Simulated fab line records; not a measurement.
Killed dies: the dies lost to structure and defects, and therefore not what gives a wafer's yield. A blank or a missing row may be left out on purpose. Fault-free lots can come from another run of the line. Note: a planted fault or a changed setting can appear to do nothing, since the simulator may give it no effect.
Matching of chambers ; flow n5 finfet ; 4 sister chambers for N5_BEOL_M3_DESCUM_33 on rie diel-06
The step chemistry O2, time 7 s. 8 wafers are shown with their chamber, then 9 later ones without.

EACH WAFER AND ITS CHAMBER
wafer;chamber;throttle valve pct (%);drypump motor current A (A)
L076.4;1;20.10;6.1
L086.6;0;20.60;6.0
L087.3;0;20.62;6.0
L087.6;1;20.10;6.1
L089.2;2;20.40;5.3
L089.4;2;20.41;5.2
L091.3;3;20.21;5.8
L091.6;3;20.20;5.8

WAFERS MISSING THEIR CHAMBER
wafer;throttle valve pct (%);drypump motor current A (A)
L094.1;20.25;5.9
L094.5;20.11;6.1
L094.6;20.43;5.2
L093.2;20.27;5.9
L093.4;20.12;6.1
L093.6;20.25;6.0
L096.1;20.44;5.2
L096.2;20.22;5.9
L096.6;20.43;5.2

WHICH CHAMBER EACH ONE RAN IN
wafer;from the rows above;in truth
L094.1;3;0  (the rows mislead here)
L094.5;1;1
L094.6;2;2
L093.2;3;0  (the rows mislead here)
L093.4;1;1
L093.6;3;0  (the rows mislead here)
L096.1;2;2
L096.2;3;3
L096.6;2;2
Correctly placed: 6 of 9. Left unplaced by these rows: 0. Wrongly placed: 3.
How it was worked out, from the rows above alone: a wafer's distance from a chamber is the root of the sum, over the readings, of the square of ((its reading less the chamber's mean) divided by the reading's scatter). The wafer belongs to the nearest chamber; if the next one is less than 2 further off, it can't be placed. Each chamber's mean is taken over the wafers shown for it. The scatter: the root of (the sum of the squares of (reading less its chamber's mean) over the shown wafers, divided by (wafers less chambers)).
